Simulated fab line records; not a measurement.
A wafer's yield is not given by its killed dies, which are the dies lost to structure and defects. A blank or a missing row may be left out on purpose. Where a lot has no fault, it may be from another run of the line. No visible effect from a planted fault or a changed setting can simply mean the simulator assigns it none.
fab line records	flow n5Finfet
record: lots: 7	wafers: 39
route steps=1938 shown FIN_SAQP@134 SD_EPI_P@321 MOL_CONTACT_COAG@542
startH: start of the lot's first displayed wafer, in hours after the record's first day	waitH: hours from the lot's prior step to this one	" same as the row above	L1.1+2: several wafers, shown together as one row	- value missing, or start not given	* or withheld: withheld	< > ~ a bound
route shown NAME@n: names a module that has steps shown in the file, with the first one's number in the route	usual: mean and standard deviation over wafers with no fault	same: alike in all rows	chamber/n: place in a boat	sites: readings site by site	_std_site: their standard deviation	_edge_site: inner sites' mean taken away from outer sites' mean	radiusMm: for every site, how far away it sits from the centre of the wafer	mask NAME#n: copy n	behind: tool/chamber where the wafer was last shaped	hold: why the lot was held/for how many hours/how that ended	device: transistor that didn't switch, given as n, p or np	end of line: the tests these same wafers got at the end of their route	a step given without rows: its recipe and nothing more	killed: dies that structure and defects cost at the first sort, which is not the same as the wafer's yield	map: a wafer's dies, marking killed ones x, the rest . and places with no die _
set.NAME: the run value of the setting; set.NAME@STEP: its run value at that earlier step	model.NAME: the simulator's own value behind a step, which no gauge read
lots run with intentionally changed settings; tables by step, rows by wafer
== steps ==
step: N5_FIN_SAQP_ETCH_69
recipe: chemistry: N2/H2	target: SOC	targetDepthA: 1500	stopOn: SiNx	ionEnergyEv: 100	biasW: 61	pressureMtorr: 30	sourceW: 850	n2FlowSccm: 200	h2FlowSccm: 200
lot.wafer	tool	chamber	startH	waitH	set.targetDepthA	model.SOC_of_FIN_SAQP_COAT_68.thkNm	model.etch.depthNm
L084.1	rieDiel-04	3	85.24	-	1088	30.6	40.3
L084.2	"	1	"	"	1500	1.6	55
L084.3	"	2	"	"	1088	30	40.45
L084.4	"	0	"	"	1500	5.2	54.94
L084.5	"	1	"	"	1500	2	55
L084.6	"	0	"	"	1088	31.4	39.77
L085.3	rieDiel-01	0	90.89	-	1500	4.4	55
L085.4+6	"	1,3	"	"	1500	4.2	55
L089.1	rieDiel-04	1	115.32	-	781.3	49.6	29.02
L089.2	"	2	"	"	1500	3.4	55
L089.3	"	3	"	"	781.3	50	28.9
L089.4	"	0	"	"	1500	6.2	54.26
L089.5	"	1	"	"	781.3	50	29.1
L089.6	"	2	"	"	1500	4.4	55
L090.1	rieDiel-04	0	121.24	-	1500	4.4	55
L090.2+3+4	"	1,2,3	"	"	2009	0	55
L090.5	"	1	"	"	1500	2	55
L090.6	"	2	"	"	1500	1.8	55
L091.1	rieDiel-04	2	127.59	-	1500	1.4	55
L091.2	"	1	"	"	1500	2.4	55
L091.3	"	3	"	"	1081	29.8	40.49
L091.4	"	0	"	"	1081	31.2	39.6
L091.5	"	1	"	"	1081	29.4	40.81
L091.6	"	0	"	"	1500	4.4	55
L095.1	rieDiel-04	0	152.84	-	1500	6	54.12
L095.2	"	2	"	"	1500	3.4	55
L095.3	"	1	"	"	1000	35.6	37.16
L095.4	"	2	"	"	1000	35.2	37.1
L095.5	"	0	"	"	1500	5.8	54.31
L095.6	"	1	"	"	1000	35.2	37.35
L097.1	rieDiel-04	1	166.05	-	1500	3.2	55
L097.2	"	3	"	"	1500	2.4	55
L097.3+5+6	"	0,2,1	"	"	1817	0	55
L097.4	"	2	"	"	1500	4	55
step: N5_SD_EPI_P_EPI_21
recipe: material: SiGe:B	dopant: B	tempC: 550	pressureTorr: 20	ambient: H2	timeS: 355
lot.wafer	tool	chamber	startH	waitH	set.epiGrowthTimeS	model.SiGe-B_of_SD_EPI_P_EPI_21.thkNm
L084.1+6	epiRpcvd-03	0	116.40	0.2	185.3	34.6
L084.2	"	0	"	"	185.3	34.4
L084.3	"	0	"	"	355	61.4
L084.4	"	0	"	"	355	61.8
L084.5	"	0	"	"	355	61.6
L085.3	epiRpcvd-01	0	120.03	0.8	355	60.6
L085.4+6	"	0	"	"	355	59.8
L089.1+2	epiRpcvd-03	0	145.89	0.1	355	61.2
L089.3	"	0	"	"	207.1	38.8
L089.4	"	0	"	"	207.1	39.8
L089.5	"	0	"	"	355	61.8
L089.6	"	0	"	"	207.1	38.6
L090.1	epiRpcvd-03	0	151.75	0.1	355	61.4
L090.2	"	0	"	"	469.9	73.6
L090.3	"	0	"	"	469.9	75.2
L090.4	"	0	"	"	355	61
L090.5	"	0	"	"	469.9	74.6
L090.6	"	0	"	"	355	61.2
L091.1+3+4	epiRpcvd-03	0	156.96	0.1	355	60.2
L091.2	"	0	"	"	355	60.6
L091.5	"	0	158.40	1.5	355	60.8
L091.6	"	0	"	"	355	60.4
L095.1	epiRpcvd-03	0	181.88	0.1	355	62.8
L095.2	"	0	"	"	482.4	76.6
L095.3	"	0	"	"	482.4	77.4
L095.4	"	0	"	"	355	61.8
L095.5	"	0	"	"	355	62.2
L095.6	"	0	"	"	482.4	76.4
L097.1	epiRpcvd-03	0	197.49	0.1	355	61
L097.2	"	0	"	"	355	60.6
L097.3	"	0	"	"	355	60.8
L097.4	"	0	"	"	176.2	33.2
L097.5+6	"	0	"	"	176.2	32.8
step: N5_SD_EPI_P_EPI_MEAS_23
recipe: mode: xrd
usual: thkNm: 61.1/1.2
lot.wafer	tool	chamber	startH	waitH	set.epiGrowthTimeS@SD_EPI_P_EPI_21	thkNm
L084.1	filmMetro-01	-	119.32	2.4	185.3	35.1
L084.2	"	-	"	"	185.3	34.1
L084.3	"	-	"	"	355	60.8
L084.4	"	-	"	"	355	61.9
L084.5	"	-	"	"	355	60.8
L084.6	"	-	"	"	185.3	35.6
L085.3	filmMetro-02	-	121.51	1.1	355	60.0
L085.4	"	-	"	"	355	58.3
L085.6	"	-	"	"	355	57.9
L089.1	filmMetro-02	-	148.09	1.8	355	60.2
L089.2	"	-	"	"	355	63.4
L089.3	"	-	"	"	207.1	38.2
L089.4	"	-	"	"	207.1	36.6
L089.5	"	-	"	"	355	61.8
L089.6	"	-	"	"	207.1	39.1
L090.1	filmMetro-02	-	153.96	1.9	355	62.6
L090.2	"	-	"	"	469.9	72.0
L090.3	"	-	"	"	469.9	75.3
L090.4	"	-	"	"	355	61.5
L090.5	"	-	"	"	469.9	74.8
L090.6	"	-	"	"	355	60.5
L091.1	filmMetro-02	-	159.16	1.8	355	60.7
L091.2	"	-	"	"	355	59.4
L091.3	"	-	"	"	355	58.5
L091.4	"	-	"	"	355	59.9
L091.5	"	-	"	"	355	59.9
L091.6	"	-	"	"	355	61.1
L095.1	filmMetro-02	-	184.08	1.8	355	63.4
L095.2	"	-	"	"	482.4	77.0
L095.3	"	-	"	"	482.4	76.7
L095.4	"	-	"	"	355	63.8
L095.5	"	-	"	"	355	61.0
L095.6	"	-	"	"	482.4	77.1
L097.1	filmMetro-02	-	199.68	1.8	355	62.6
L097.2	"	-	"	"	355	60.1
L097.3	"	-	"	"	355	60.1
L097.4	"	-	"	"	176.2	34.5
L097.5	"	-	"	"	176.2	32.0
L097.6	"	-	"	"	176.2	33.3
step: N5_SD_EPI_P_HM_STRIP_48
recipe: chemistry: H3PO4	tempC: 160	material: SiNx	target: SiNx	targetDepthA: 30	overetchFraction: 0.3
lot.wafer	tool	chamber	startH	waitH	set.epiGrowthTimeS@SD_EPI_P_EPI_21	model.SiGe-B_of_SD_EPI_P_EPI_21.thkNm
L084.1+2	wetBench-01	3,5	119.36	0.0	185.3	34.4
L084.3+5	"	6,1	"	"	355	61.2
L084.4	"	2	"	"	355	61.4
L084.6	"	4	"	"	185.3	34.6
L085.3	wetBench-01	6	121.55	0.0	355	60.2
L085.4	"	3	"	"	355	59.6
L085.6	"	4	"	"	355	59.4
L089.1+2	wetBench-04	1,7	148.13	0.0	355	61
L089.3	"	2	"	"	207.1	38.6
L089.4	"	4	"	"	207.1	39.6
L089.5	"	0	"	"	355	61.6
L089.6	"	3	"	"	207.1	38.4
L090.1	wetBench-04	1	154.00	0.0	355	61
L090.2	"	2	"	"	469.9	73.4
L090.3	"	6	"	"	469.9	74.8
L090.4	"	5	"	"	355	60.6
L090.5	"	3	"	"	469.9	74.2
L090.6	"	4	"	"	355	60.8
L091.1+4	wetBench-04	4,5	159.19	0.0	355	60
L091.2+6	"	2,1	"	"	355	60.2
L091.3	"	3	"	"	355	59.8
L091.5	"	0	"	"	355	60.6
L095.1	wetBench-04	3	184.11	0.0	355	62.4
L095.2+6	"	2,6	"	"	482.4	76.2
L095.3	"	4	"	"	482.4	77
L095.4	"	7	"	"	355	61.6
L095.5	"	5	"	"	355	62
L097.1	wetBench-04	4	199.72	0.0	355	60.6
L097.2	"	2	"	"	355	60.2
L097.3	"	1	"	"	355	60.4
L097.4	"	3	"	"	176.2	33
L097.5+6	"	7,0	"	"	176.2	32.6
step: N5_MOL_CONTACT_COAG_PRECLEAN_111
recipe: chemistry: NF3:NH3	afsCycles: 1	tempC: 30	timeS: 20	sublimationTempC: 180	sublimationTimeS: 60	pressureTorr: 3	rfPowerW: 30
lot.wafer	tool	chamber	startH	waitH	set.timeS	model.SiNx_of_SPACER0_ALD_07.thkNm	model.SiNx_of_GATE_CUT_SAC_CAP_01.thkNm
L084.1+3+5	remotePlasma-02	0	151.06	1.2	28.69	0.8	20
L084.2+6	"	0	"	"	20	1.2	20.4
L084.4	"	0	"	"	20	1	20.2
L085.3+4+6	remotePlasma-02	0	152.58	0.2	20	1	20.4
L089.1+4+5	remotePlasma-01	0	178.90	0.3	30.49	0.8	20
L089.2+6	"	0	"	"	20	1.2	20.4
L089.3	"	0	"	"	20	1	20.4
L090.1+4	remotePlasma-01	1	186.78	0.2	28.7	0.8	20
L090.2	"	1	"	"	28.7	0.8	19.8
L090.3	"	1	"	"	20	1	20.2
L090.5+6	"	1	"	"	20	1.2	20.2
L091.1	remotePlasma-01	1	191.15	0.2	15.19	1.2	20.4
L091.2	"	1	"	"	20	1	20.4
L091.3+6	"	1	"	"	20	1.2	20.2
L091.4	"	1	"	"	15.19	1.4	20.6
L091.5	"	1	"	"	15.19	1.2	20.6
L095.1+3+5	remotePlasma-01	1	214.87	0.2	10.12	1.6	20.6
L095.2+6	"	1	"	"	20	1.2	20.2
L095.4	"	1	"	"	20	1.2	20.4
L097.1+5	remotePlasma-01	0	229.72	0.2	10.59	1.6	20.8
L097.2	"	0	"	"	20	1.2	20.2
L097.3+4	"	0	"	"	20	1.2	20.4
L097.6	"	0	"	"	10.59	1.6	20.6
step: N5_MOL_CONTACT_COAG_TI_SIL_19
recipe: material: Ti	targetThkA: 42	tempC: 200	chamberPressurePa: 5	powerW: 5000	timeS: 15
step: N5_MOL_CONTACT_COAG_ALD_20
recipe: material: TiN	targetThkA: 15	tempC: 400	aldPrecursorFamily: TiCl4	aldCoReactant: NH3	pulseTimeS: 1	purgeTimeS: 3	coReactantPurgeTimeS: 2	coReactantPulseTimeS: 2	aldCycles: 68	pressureTorr: 3
step: N5_MOL_CONTACT_COAG_PRECLEAN_125
recipe: chemistry: DIW	timeS: 57.5	tempC: 23
step: N5_MOL_CONTACT_COAG_SRD_126
recipe: dryTimeS: 32	dry: n2Spin	spinRpm: 1500
step: N5_MOL_CONTACT_COAG_CMP_23
recipe: stopOn: SiO2	tOverpolishS: 1.5	postCmpClean: cuAlkaline	downForcePsi: 2	platenRpm: 50.289	padVelocityMS: 1.0006	targetThkNm: 0
lot.wafer	tool	chamber	startH	waitH	set.timeS@MOL_CONTACT_COAG_PRECLEAN_111	model.SiNx_of_GATE_CUT_SAC_CAP_01.thkNm
L084.1+3+5	cmp-01	3,1,0	155.86	0.0	28.69	18
L084.2	"	0	"	"	20	18.4
L084.4+6	"	2,3	"	"	20	18.2
L085.3+4	cmp-03	0,2	157.54	0.1	20	18.4
L085.6	"	0	"	"	20	18.2
L089.2+6	cmp-03	3	184.39	0.1	20	18.4
L089.3	"	0	"	"	20	18.2
L089.1+4	"	1,2	"	"	30.49	18
L089.5	"	0	"	"	30.49	17.8
L090.1+2	cmp-03	1,0	191.53	0.0	28.7	17.8
L090.4	"	2	"	"	28.7	18
L090.3+6+5	"	3,1,2	"	"	20	18.2
L091.3+6	cmp-02	0,1	195.31	0.0	20	18.2
L091.1+4+5	"	1,3,0	"	"	15.19	18.4
L091.2	"	2	"	"	20	18.4
L095.1+5	cmp-01	1,2	221.96	0.0	10.12	18.6
L095.2+4+6	"	2,3,1	"	"	20	18.2
L095.3	"	0	"	"	10.12	18.4
L097.3	cmp-03	3	234.77	0.0	20	18.4
L097.1+5+6	"	0,3,0	"	"	10.59	18.6
L097.4+2	"	1,2	"	"	20	18.2
step: N5_MOL_CONTACT_COAG_WET_ETCH_26
recipe: target: Co	targetDepthNm: 13
lot.wafer	tool	chamber	startH	waitH	set.timeS@MOL_CONTACT_COAG_PRECLEAN_111	model.SiNx_of_GATE_CUT_SAC_CAP_01.thkNm
L084.1+3	wetBench-06	4,0	156.21	0.0	28.69	18
L084.2+4+6	"	3,5,6	"	"	20	18.2
L084.5	"	7	"	"	28.69	17.8
L085.3	wetBench-06	7	157.85	0.0	20	18.4
L085.4+6	"	3,0	"	"	20	18.2
L089.1+5	wetBench-06	4,6	184.74	0.0	30.49	17.8
L089.2+3	"	3,0	"	"	20	18.2
L089.4	"	5	"	"	30.49	18
L089.6	"	7	"	"	20	18.4
L090.1+2+4	wetBench-03	0,1,4	191.88	0.0	28.7	17.8
L090.3	"	5	"	"	20	18
L090.5+6	"	7,6	"	"	20	18.2
L091.1+4+5	wetBench-05	2,7,1	195.66	0.0	15.19	18.4
L091.2+3+6	"	0,5,6	"	"	20	18.2
L095.1+3+5	wetBench-03	3,6,5	222.31	0.0	10.12	18.4
L095.2	"	7	"	"	20	18
L095.4+6	"	2,4	"	"	20	18.2
L097.1+5	wetBench-03	2,1	235.12	0.0	10.59	18.6
L097.2+3+4	"	6,0,7	"	"	20	18.2
L097.6	"	3	"	"	10.59	18.4
step: N5_MOL_CONTACT_COAG_WET_ETCH_116
recipe: chemistry: SC1-inhibited	targetDepthNm: 4.6	dry: ipaMarangoni	rinseTimeS: 30	rinseTempC: 23
lot.wafer	tool	chamber	startH	waitH	set.timeS@MOL_CONTACT_COAG_PRECLEAN_111	model.SiNx_of_GATE_CUT_SAC_CAP_01.thkNm
L084.1	wetBench-06	4	156.36	0.0	28.69	18
L084.2+4+6	"	3,5,6	"	"	20	18.2
L084.3+5	"	0,7	"	"	28.69	17.8
L085.3+4+6	wetBench-06	7,3,0	158.00	0.0	20	18.2
L089.1+5	wetBench-06	4,6	184.89	0.0	30.49	17.8
L089.2+3+6	"	3,0,7	"	"	20	18.2
L089.4	"	5	"	"	30.49	18
L090.1+2+4	wetBench-03	0,1,4	192.03	0.0	28.7	17.8
L090.3+5+6	"	5,7,6	"	"	20	18
L091.1+4+5	wetBench-05	2,7,1	195.81	0.0	15.19	18.4
L091.2+3	"	0,5	"	"	20	18.2
L091.6	"	6	"	"	20	18
L095.1+3+5	wetBench-03	3,6,5	222.46	0.0	10.12	18.4
L095.2+6	"	7,4	"	"	20	18
L095.4	"	2	"	"	20	18.2
L097.1+5	wetBench-03	2,1	235.27	0.0	10.59	18.6
L097.2+3+4	"	6,0,7	"	"	20	18.2
L097.6	"	3	"	"	10.59	18.4
step: N5_MOL_CONTACT_COAG_ALD_27
recipe: material: SiOC	targetThkA: 170	tempC: 400	aldPrecursorFamily: carbosiloxane	aldCoReactant: H2-plasma	pulseTimeS: 1.5	timeS: 2720	purgeTimeS: 2	coReactantPurgeTimeS: 2	aldCycles: 340	pressureTorr: 2
step: N5_MOL_CONTACT_COAG_CMP_28
recipe: stopOn: SiNx	tOverpolishS: 0.85	postCmpClean: alkalineBrush	downForcePsi: 4.15	platenRpm: 51.8	padVelocityMS: 1.0307	targetThkNm: 14.522
lot.wafer	tool	chamber	startH	waitH	set.timeS@MOL_CONTACT_COAG_PRECLEAN_111	model.SiNx_of_GATE_CUT_SAC_CAP_01.thkNm
L084.4	cmp-02	2	158.25	0.8	20	17.8
L084.2+6	"	3	"	"	20	18
L084.1+3+5	"	0,1,2	"	"	28.69	17.6
L085.3+4+6	cmp-03	1,2,1	159.92	0.8	20	18
L089.1+4+5	cmp-01	3,1,3	186.84	0.8	30.49	17.6
L089.3+2+6	"	0,2,0	"	"	20	18
L090.1+4+2	cmp-03	1,3,0	193.91	0.8	28.7	17.6
L090.3+5+6	"	2,1,2	"	"	20	17.8
L091.3+6	cmp-03	3,0	197.70	0.8	20	17.8
L091.4	"	0	"	"	15.19	18.2
L091.2	"	1	"	"	20	18
L091.1+5	"	2,3	"	"	15.19	18
L095.4+2+6	cmp-01	3,2,3	224.35	0.8	20	17.8
L095.1+3+5	"	0,1,0	"	"	10.12	18.2
L097.2	cmp-03	3	237.16	0.8	20	17.8
L097.4+3	"	0,2	"	"	20	18
L097.1	"	1	"	"	10.59	18.4
L097.6+5	"	3,0	"	"	10.59	18.2
step: N5_MOL_CONTACT_COAG_THK_MEAS_29
recipe: reads: SiNx_of_GATE_CUT_PECVD_57+SiNx_of_GATE_CUT_SAC_CAP_01
usual: MD_CAP_THK: 17.92/0.08
lot.wafer	tool	chamber	startH	waitH	set.timeS@MOL_CONTACT_COAG_PRECLEAN_111	MD_CAP_THK[nm]
L084.1	filmMetro-02	-	158.54	-	28.69	17.76
L084.2	"	-	"	"	20	17.97
L084.3	"	-	"	"	28.69	17.69
L084.4	"	-	"	"	20	17.93
L084.5	"	-	"	"	28.69	17.59
L084.6	"	-	"	"	20	17.95
L085.3	filmMetro-02	-	160.18	-	20	18.02
L085.4	"	-	"	"	20	17.97
L085.6	"	-	"	"	20	18.01
L089.1	filmMetro-01	-	187.13	-	30.49	17.56
L089.2	"	-	"	"	20	18.01
L089.3	"	-	"	"	20	17.89
L089.4	"	-	"	"	30.49	17.63
L089.5	"	-	"	"	30.49	17.55
L089.6	"	-	"	"	20	18.00
L090.1	filmMetro-01	-	194.21	-	28.7	17.61
L090.2	"	-	"	"	28.7	17.55
L090.3	"	-	"	"	20	17.82
L090.4	"	-	"	"	28.7	17.57
L090.5	"	-	"	"	20	17.83
L090.6	"	-	"	"	20	17.81
L091.1	filmMetro-02	-	198.00	-	15.19	18.02
L091.2	"	-	"	"	20	17.95
L091.3	"	-	"	"	20	17.89
L091.4	"	-	"	"	15.19	18.01
L091.5	"	-	"	"	15.19	18.10
L091.6	"	-	"	"	20	17.80
L095.1	filmMetro-02	-	224.65	-	10.12	18.14
L095.2	"	-	"	"	20	17.77
L095.3	"	-	"	"	10.12	18.10
L095.4	"	-	"	"	20	17.90
L095.5	"	-	"	"	10.12	18.19
L095.6	"	-	"	"	20	17.82
L097.1	filmMetro-01	-	237.45	-	10.59	18.30
L097.2	"	-	"	"	20	17.87
L097.3	"	-	"	"	20	17.93
L097.4	"	-	"	"	20	17.94
L097.5	"	-	"	"	10.59	18.26
L097.6	"	-	"	"	10.59	18.13
step: N5_MOL_CONTACT_COAG_ALD_123
recipe: material: SiNx	targetThkA: 50	tempC: 400	aldPrecursorFamily: SiH2I2	aldCoReactant: N2/H2-plasma	pulseTimeS: 1	purgeTimeS: 2	coReactantPurgeTimeS: 2	aldCycles: 100	pressureTorr: 2
step: N5_MOL_CONTACT_COAG_PECVD_31
recipe: material: SiO2	targetThkA: 460	tempC: 400	precursor: TEOS/O2	pressureTorr: 6.5	rfW: withheld	teosFlowSccm: withheld	gas: O2	flowSccm: 2650	timeS: 8.9
step: N5_MOL_CONTACT_COAG_VIA_ETCH_46
recipe: chemistry: C4F6/O2	targetDepthA: 460	overetchA: 92	maskMaterial: SOC	target: SiO2	biasW: 455	pressureMtorr: 10	timeS: 40	sourceW: 325	Ar_flow_sccm: 300	C4F6_flow_sccm: 10	O2_flow_sccm: 10	ionEnergyEv: 575.3	ends: endPoint
step: N5_MOL_CONTACT_COAG_STRIP_96
recipe: chemistry: N2/H2	powerW: 500	tempC: 40	pressureMtorr: 50	rfFrequencyHz: 6e+07	overashFraction: 0.3	biasPowerW: 28	h2Frac: 0.5	n2FlowSccm: 300	h2FlowSccm: 300
step: N5_MOL_CONTACT_COAG_ETCH_47
recipe: chemistry: CH3F/O2	target: SiNx	targetDepthA: 270	maskMaterial: SiO2	stopOn: W	overEtchFrac: 0.2	ionEnergyEv: 120	endpoint: OES-CN	pressureMtorr: 30	sourceW: 395	biasW: 73	Ar_flow_sccm: 150	CH3F_flow_sccm: 30	O2_flow_sccm: 20	ends: endPoint
lot.wafer	tool	chamber	startH	waitH	set.timeS@MOL_CONTACT_COAG_PRECLEAN_111	model.etch.depthNm
L084.1	rieDiel-04	3	160.54	0.0	28.69	17.69
L084.2	"	0	"	"	20	17.98
L084.3	"	1	"	"	28.69	17.64
L084.4	"	2	"	"	20	17.89
L084.5	"	0	"	"	28.69	17.59
L084.6	"	3	"	"	20	17.96
L085.3	rieDiel-02	2	162.86	0.0	20	18.02
L085.4	"	3	"	"	20	17.98
L085.6	"	3	"	"	20	17.96
L089.1	rieDiel-02	2	189.20	0.0	30.49	17.57
L089.2	"	3	"	"	20	17.97
L089.3	"	0	"	"	20	17.94
L089.4	"	1	"	"	30.49	17.65
L089.5	"	1	"	"	30.49	17.55
L089.6	"	2	"	"	20	18.01
L090.1	rieDiel-04	0	196.08	0.0	28.7	17.56
L090.2	"	3	"	"	28.7	17.53
L090.3	"	1	"	"	20	17.8
L090.4	"	2	"	"	28.7	17.58
L090.5	"	3	"	"	20	17.82
L090.6	"	0	"	"	20	17.84
L091.1	rieDiel-01	2	199.71	0.0	15.19	18.04
L091.2	"	0	"	"	20	17.99
L091.3	"	3	"	"	20	17.89
L091.4	"	1	"	"	15.19	18.1
L091.5	"	0	"	"	15.19	18.07
L091.6	"	1	"	"	20	17.81
L095.1	rieDiel-02	1	226.39	0.0	10.12	18.18
L095.2	"	3	"	"	20	17.78
L095.3	"	0	"	"	10.12	18.12
L095.4	"	2	"	"	20	17.9
L095.5	"	3	"	"	10.12	18.2
L095.6	"	0	"	"	20	17.83
L097.1	rieDiel-04	1	239.61	0.0	10.59	18.32
L097.2	"	0	"	"	20	17.87
L097.3	"	3	"	"	20	17.97
L097.4	"	2	"	"	20	17.94
L097.5	"	3	"	"	10.59	18.27
L097.6	"	2	"	"	10.59	18.16
== key ==
split: step: N5_FIN_SAQP_ETCH_69	setting: targetDepthA	stated: 1500	by: wafer
response: step: N5_FIN_SAQP_ETCH_69	reading: model.SOC_of_FIN_SAQP_COAT_68.thkNm	shape: bent	atLowest: 49.87	atStated: 3.657	atHighest: 0
response: step: N5_FIN_SAQP_ETCH_69	reading: model.etch.depthNm	shape: bent	atLowest: 29.01	atStated: 54.89	atHighest: 55
split: step: N5_SD_EPI_P_EPI_21	setting: epiGrowthTimeS	stated: 355	by: wafer
response: step: N5_SD_EPI_P_EPI_21	reading: model.SiGe-B_of_SD_EPI_P_EPI_21.thkNm	change: +0.515	per: 1%	r: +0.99
response: step: N5_SD_EPI_P_EPI_MEAS_23	reading: thkNm	change: *	per: 1%	r: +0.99
response: step: N5_SD_EPI_P_HM_STRIP_48	reading: model.SiGe-B_of_SD_EPI_P_EPI_21.thkNm	change: +0.512	per: 1%	r: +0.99
split: step: N5_MOL_CONTACT_COAG_PRECLEAN_111	setting: timeS	stated: 20	by: wafer
response: step: N5_MOL_CONTACT_COAG_PRECLEAN_111	reading: model.SiNx_of_SPACER0_ALD_07.thkNm	change: -0.0075	per: 1%	r: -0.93
response: step: N5_MOL_CONTACT_COAG_PRECLEAN_111	reading: model.SiNx_of_GATE_CUT_SAC_CAP_01.thkNm	change: -0.00755	per: 1%	r: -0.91
response: step: N5_MOL_CONTACT_COAG_CMP_23	reading: model.SiNx_of_GATE_CUT_SAC_CAP_01.thkNm	change: -0.00701	per: 1%	r: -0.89
response: step: N5_MOL_CONTACT_COAG_WET_ETCH_26	reading: model.SiNx_of_GATE_CUT_SAC_CAP_01.thkNm	change: -0.00686	per: 1%	r: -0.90
response: step: N5_MOL_CONTACT_COAG_WET_ETCH_116	reading: model.SiNx_of_GATE_CUT_SAC_CAP_01.thkNm	change: -0.00674	per: 1%	r: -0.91
response: step: N5_MOL_CONTACT_COAG_CMP_28	reading: model.SiNx_of_GATE_CUT_SAC_CAP_01.thkNm	change: -0.00718	per: 1%	r: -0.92
response: step: N5_MOL_CONTACT_COAG_THK_MEAS_29	reading: MD_CAP_THK	change: -0.00656	per: 1%	r: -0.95
response: step: N5_MOL_CONTACT_COAG_ETCH_47	reading: model.etch.depthNm	change: -0.00685	per: 1%	r: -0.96
